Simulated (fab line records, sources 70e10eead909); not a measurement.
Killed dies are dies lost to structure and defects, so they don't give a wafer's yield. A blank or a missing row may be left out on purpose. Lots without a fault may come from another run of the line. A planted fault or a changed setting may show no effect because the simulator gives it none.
Chamber matching | flow nand_harc | NHARC_A_BONDPAD_ETCH_34 on rie_diel-01: 4 sister chambers
The step etches the open film in N2/H2, target depth 60 nm, overetch 18 nm, time 65.91 s. 8 wafers are shown with their chamber, then 7 later ones without.

WAFERS WITH THEIR CHAMBER
wafer  | chamber | rf_vpp_V (V) | h2_flow_sccm (sccm)
L644.2 | 1       | 431.8        | 149.6
L643.1 | 3       | 424.4        | 149.6
L643.4 | 1       | 431.4        | 150.0
L643.6 | 0       | 434.0        | 150.3
L648.4 | 0       | 435.0        | 150.0
L648.6 | 2       | 428.9        | 150.7
L649.1 | 3       | 427.5        | 150.4
L649.3 | 2       | 427.6        | 150.1

WAFERS WITHOUT THEIR CHAMBER
wafer  | rf_vpp_V (V) | h2_flow_sccm (sccm)
L649.4 | 433.0        | 149.8
L653.2 | 427.1        | 149.9
L653.4 | 432.4        | 150.0
L653.5 | 434.7        | 150.5
L654.2 | 428.5        | 150.2
L654.4 | 434.0        | 149.6
L654.6 | 429.6        | 150.2

WHICH CHAMBER EACH WENT THROUGH
wafer  | from the rows above          | in truth
L649.4 | can't be placed: 1 or 0      | 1
L653.2 | can't be placed: 3 or 2      | 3
L653.4 | can't be placed: 1 or 0      | 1
L653.5 | 0                            | 0
L654.2 | can't be placed: 2 or 3      | 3
L654.4 | can't be placed: 0 or 1      | 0
L654.6 | can't be placed: 2 or 1 or 3 | 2
Placed correctly: 1 of 7. Can't be placed from these rows: 6 (the true chamber is among the candidates in 6). Placed wrongly: 0.
How it was worked out, from the rows above alone: a wafer's distance from a chamber is the root of the sum, over the readings, of the square of ((its reading less the chamber's mean) divided by the reading's scatter). The wafer belongs to the nearest chamber; if the next one is less than 2 further off, it can't be placed. A chamber's mean is the mean of its shown wafers. The scatter: the root of (the sum of the squares of (reading less its chamber's mean) over the shown wafers, divided by (wafers less chambers)).
